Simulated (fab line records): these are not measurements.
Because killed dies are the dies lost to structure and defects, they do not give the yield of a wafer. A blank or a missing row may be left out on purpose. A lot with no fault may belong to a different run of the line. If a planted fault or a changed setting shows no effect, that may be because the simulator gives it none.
A lot that was struck, set against a sound lot | flow n5Finfet | 16 out of 1938 route steps
Sound: wafers L363.3, L363.4, L363.6. Struck: wafer L362.2 (L362.3, L362.5, from the same lot, were not struck and are left out); the cause is given at the end.
At each step with rows: each side's tool, then ch and its chambers, then its first start. Under that, the readings that differ: sound wafers | struck wafers | difference of the means | sigmas: that difference in standard deviations of wafers without a fault.
alike: same words and numbers on both sides, and readings whose means sit less than 2 such deviations apart. not compared: any withheld reading, any reading some wafer has no value for, any bound like >300 that may hide the same value, and any number with overlapping values for which the record gives no deviation.
Wherever a step has rows on one side only, a row that says differs or no value, or a row with sigmas, the two part there. Numbers that don't overlap but have no deviation are shown without sigmas and don't part them. Lack of a reading on every wafer of one side parts them only where that side has two or more wafers.

first, 4 steps without rows for these wafers: N5_BEOL_M9_HM_STRIP_39 (strips TiN in peroxide tin strip, target depth 25 nm, time 158 s); N5_BEOL_M9_SRD_40 (time 30 s); N5_BEOL_M9_PRECLEAN_42 (cleans in residue remover, time 60 s); N5_BEOL_M9_SRD_43 (time 30 s).
N5_BEOL_M9_CD_MEAS_35: target cd 70 nm, target cd y 40 nm.
  sound: cdSem-03 at day 13 20:34; struck: cdSem-02 at day 13 17:01
  alike: cdNm
then, 1 step without rows for these wafers: N5_BEOL_M9_CURE_72 (cures SiCOH lowk, time 120 s).
N5_BEOL_M9_DEGAS_44: time 60 s.
  sound: pvdSputter-02 at day 13 20:55; struck: pvdSputter-03 at day 13 17:35
  alike: heaterPowerW
N5_BEOL_M9_PRE_CLEAN_45: time 30 s.
  sound: pvdSputter-02 at day 13 20:58; struck: pvdSputter-03 at day 13 17:37
  alike: heaterPowerW
N5_BEOL_M9_ALD_74: deposits TaN, target thk 2 nm, pulse time 2 s, purge time 3 s.
  sound on aldMetal-03 ch 1,2, day 13 21:02; struck on aldMetal-04 ch 1, day 13 17:41
reading          | sound       | struck | difference | sigmas
heaterPowerW (W) | 363 443 377 | 483    | +89        | +2
  alike: chamberPressureTorr, precursorVesselCarrierSccm
N5_BEOL_M9_SURFACE_TREAT_79:
  sound: pvdSputter-03 at day 13 21:22; struck: pvdSputter-01 at day 13 18:03
  alike: arFlowSccm
  not compared: throttleValvePct
then, 2 steps without rows for these wafers: N5_BEOL_M9_CVD_78 (deposits Co from CCTBA/H2, target thk 2 nm, time 138.9 s); N5_BEOL_M9_SPUTTER_48 (material Cu, target thk 12 nm, time 2 s).
N5_BEOL_M9_ECD_50: material Cu, target thk 318 nm.
  sound on ecdCu-02 ch 0,1, day 13 22:00; struck on ecdCu-01 ch 1, day 13 18:22
reading                               | sound             | struck | difference | sigmas
model.Cu_of_BEOL_M9_ECD_50.thkNm (nm) | 314.8 314.8 315.8 | 582.2  | +267.1     | 
N5_BEOL_M9_ANNEAL_51: time 90 s.
  sound on rtpAnneal-02 ch 0, day 13 22:10; struck on rtpAnneal-01 ch 0, day 13 18:35
  alike: wafer_temp_C_max
N5_BEOL_M9_CMP_52: polishes, stops on SiCOH lowk, t overpolish 7 s, target thk 140 nm.
  sound on cmp-04 ch 1,3, day 13 22:26; struck on cmp-04 ch 0, day 13 18:56
reading             | sound          | struck | difference | sigmas
timeToEndpointS (s) | 64.0 60.1 63.9 | 120.7  | +58.0      | +23
  alike: clearingPlatenDownForcePsi, motorCurrentA
  not compared: padLifeWafers
N5_BEOL_M9_THK_MEAS_53: measures by xrf.
  sound: filmMetro-02 at day 13 22:41; struck: filmMetro-02 at day 13 19:09
  alike: M9_THK

== WHERE THEY PART ==
First at N5_BEOL_M9_ALD_74; last, within this record, at N5_BEOL_M9_CMP_52. Later steps at which nothing parts them and some readings are alike: N5_BEOL_M9_THK_MEAS_53.

WHY: what had been put in by the simulator
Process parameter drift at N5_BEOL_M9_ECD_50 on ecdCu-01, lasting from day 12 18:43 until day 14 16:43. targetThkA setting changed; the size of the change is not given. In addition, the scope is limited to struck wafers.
